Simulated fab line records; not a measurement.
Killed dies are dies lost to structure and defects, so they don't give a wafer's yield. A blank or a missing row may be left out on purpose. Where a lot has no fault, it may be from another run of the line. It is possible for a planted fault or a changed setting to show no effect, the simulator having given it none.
A struck lot beside a sound one | flow n5_finfet | 22 steps out of a route of 1938
Sound: the wafers L596.2, L596.3, L596.4. Struck: wafers L583.1, L583.3, L583.6. At the end, the cause is stated.
At each step with rows: each side's tool, then ch and its chambers, then its first start. Under that, the readings that differ: sound wafers | struck wafers | difference of the means | sigmas: that difference in standard deviations of wafers without a fault.
alike: readings with means less than 2 such deviations apart, plus words and numbers identical on both sides. not compared: withheld readings, readings lacking a value on some wafer, bounds such as >300 that could conceal the same value, and numbers that have no deviation in the record and whose values overlap.
Wherever a step has rows on one side only, a row that says differs or no value, or a row with sigmas, the two part there. Numbers that have no deviation but don't overlap get no sigmas and don't part them. A reading that every wafer of one side lacks parts them only if that side has two wafers or more.

first, 8 steps without rows for these wafers: N5_BEOL_M10_DEVELOP_10 (develop time 30 s); N5_BEOL_M10_DESCUM_16 (chemistry O2, time 7.9 s); N5_BEOL_M10_ETCH_61 (etches SiARC in CF4, target depth 39 nm, time 65 s); N5_BEOL_M10_ETCH_62 (etches SOC in N2/H2, target depth 110 nm, overetch 22 nm, time 165 s); N5_BEOL_M10_STRIP_68 (strips in N2/H2); N5_BEOL_M10_STRIP_67 (strips in CF4); N5_BEOL_M10_HM_OPEN_17 (chemistry Cl2/BCl3, target TiN, target depth 20 nm, overetch 6 nm); N5_BEOL_M10_STRIP_19 (strips in O2).
N5_BEOL_M10_COAT_63: time 60 s, resist thk 100 nm.
  sound on litho_track-01 ch 0, day 15 22:10; struck on litho_track-05 ch 0, day 12 13:45
  reading                                   | sound                | struck               | difference | sigmas
  spin_speed_rpm (rpm)                      | 1498.6 1499.8 1498.6 | 1572.1 1568.3 1569.6 | +71.0      | +65
  model.SOC_of_BEOL_M10_COAT_63.thk_nm (nm) | 100 100.2 100.2      | 98 97.8 98           | -2         |
then, 9 steps without rows for these wafers: N5_BEOL_M10_COAT_64 (time 60 s, resist thk 30 nm); N5_BEOL_M10_COAT_22 (resist thk 90 nm); N5_BEOL_M10_EBR_24; N5_BEOL_M10_SOFTBAKE_23 (time 60 s); N5_BEOL_M10_EXPOSE_25 (exposes mask V9); N5_BEOL_M10_PEB_26 (peb time 60 s); N5_BEOL_M10_DEVELOP_27 (develop time 30 s); N5_BEOL_M10_DESCUM_33 (chemistry O2, time 7.9 s); N5_BEOL_M10_ETCH_65 (etches SiARC in CF4, target depth 39 nm, time 65 s).
N5_BEOL_M10_ETCH_66: etches SOC in N2/H2, target depth 120 nm, overetch 24 nm, time 180 s.
  sound on rie_diel-02 ch 0,1,2, day 15 22:43; struck on rie_diel-06 ch 0,3, day 12 14:29
  reading                     | sound           | struck            | difference | sigmas
  drypump_motor_current_A (A) | 5.4 5.0 5.1     | 6.6 6.2 6.6       | +1.3       | +2
  model.etch.depth_nm (nm)    | 100 100.2 100.2 | 97.96 97.89 97.91 | -2.21      |
  alike: oes_product_au, rf_vpp_V, showerhead_plenum_p_Torr, throttle_valve_pct
  not compared: rf_hours_counter_h
then, 1 step without rows for these wafers: N5_BEOL_M10_STRIP_69 (strips in N2/H2).
N5_BEOL_M10_VIA_ETCH_34: etches SiCOH lowk in C4F6/O2, target depth 184.5 nm, time 69.2 s.
  sound on rie_diel-02 ch 0,1,2, day 15 22:50; struck on rie_diel-06 ch 0,3, day 12 14:37
  reading                                   | sound          | struck      | difference | sigmas
  drypump_motor_current_A (A)               | 5.4 5.1 5.1    | 6.6 6.2 6.6 | +1.3       | +2
  model.SOC_of_BEOL_M10_COAT_63.thk_nm (nm) | 92.4 92.6 92.2 | 90 90 89.8  | -2         |
  alike: oes_product_au, rf_vpp_V, showerhead_plenum_p_Torr, throttle_valve_pct
  not compared: rf_hours_counter_h
then, 1 step without rows for these wafers: N5_BEOL_M10_STRIP_73 (strips in C4F6/O2).

## WHERE THEY PART
At N5_BEOL_M10_COAT_63 first; at N5_BEOL_M10_VIA_ETCH_34 last (within this record only).

WHY: what the simulator had put in
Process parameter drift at N5_BEOL_M10_COAT_63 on litho_track-05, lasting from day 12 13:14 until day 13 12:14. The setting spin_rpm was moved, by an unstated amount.
